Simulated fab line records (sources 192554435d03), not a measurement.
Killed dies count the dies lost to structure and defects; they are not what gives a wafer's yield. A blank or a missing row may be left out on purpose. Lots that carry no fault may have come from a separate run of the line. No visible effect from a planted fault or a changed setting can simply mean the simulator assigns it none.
Matching of chambers -- flow n5_finfet -- rie_diel-03 running N5_MOL_CONTACT_COAG_STRIP_98: 4 sister chambers
The step strips in N2/H2. 8 wafers are shown with their chamber, then 9 later ones without.

## WAFERS PAIRED WITH THEIR CHAMBERS
wafer,chamber,drypump_motor_current_A (A),showerhead_plenum_p_Torr (Torr)
L084.2,3,6.0,3.19
L088.4,0,6.1,3.33
L088.5,2,5.9,3.21
L089.2,2,5.9,3.20
L089.5,1,5.4,3.50
L090.2,3,6.0,3.18
L090.5,1,5.5,3.49
L090.6,0,6.1,3.33

## WAFERS WITHOUT THEIR CHAMBER
wafer,drypump_motor_current_A (A),showerhead_plenum_p_Torr (Torr)
L093.2,6.1,3.33
L093.3,5.4,3.49
L093.4,6.1,3.18
L092.2,5.5,3.49
L092.3,5.9,3.20
L092.4,6.1,3.18
L094.3,6.0,3.18
L094.4,6.1,3.32
L094.6,6.0,3.18

## EACH ONE'S CHAMBER
wafer,from the rows above,in truth
L093.2,0,0
L093.3,1,1
L093.4,3,3
L092.2,1,1
L092.3,2,2
L092.4,3,3
L094.3,3,3
L094.4,0,0
L094.6,3,3
Correct placement for 9 of the 9. From these rows, 0 cannot be placed. Number placed wrongly: 0.
How it was worked out, from the rows above alone: a wafer's distance from a chamber is the root of the sum, over the readings, of the square of ((its reading less the chamber's mean) divided by the reading's scatter). The wafer belongs to the nearest chamber; if the next one is less than 2 further off, it can't be placed. For every chamber, the mean is computed from those of its wafers that are shown. The scatter is the square root of a quotient: the sum, over the shown wafers, of each reading's squared deviation from its chamber's mean, divided by wafers minus chambers.
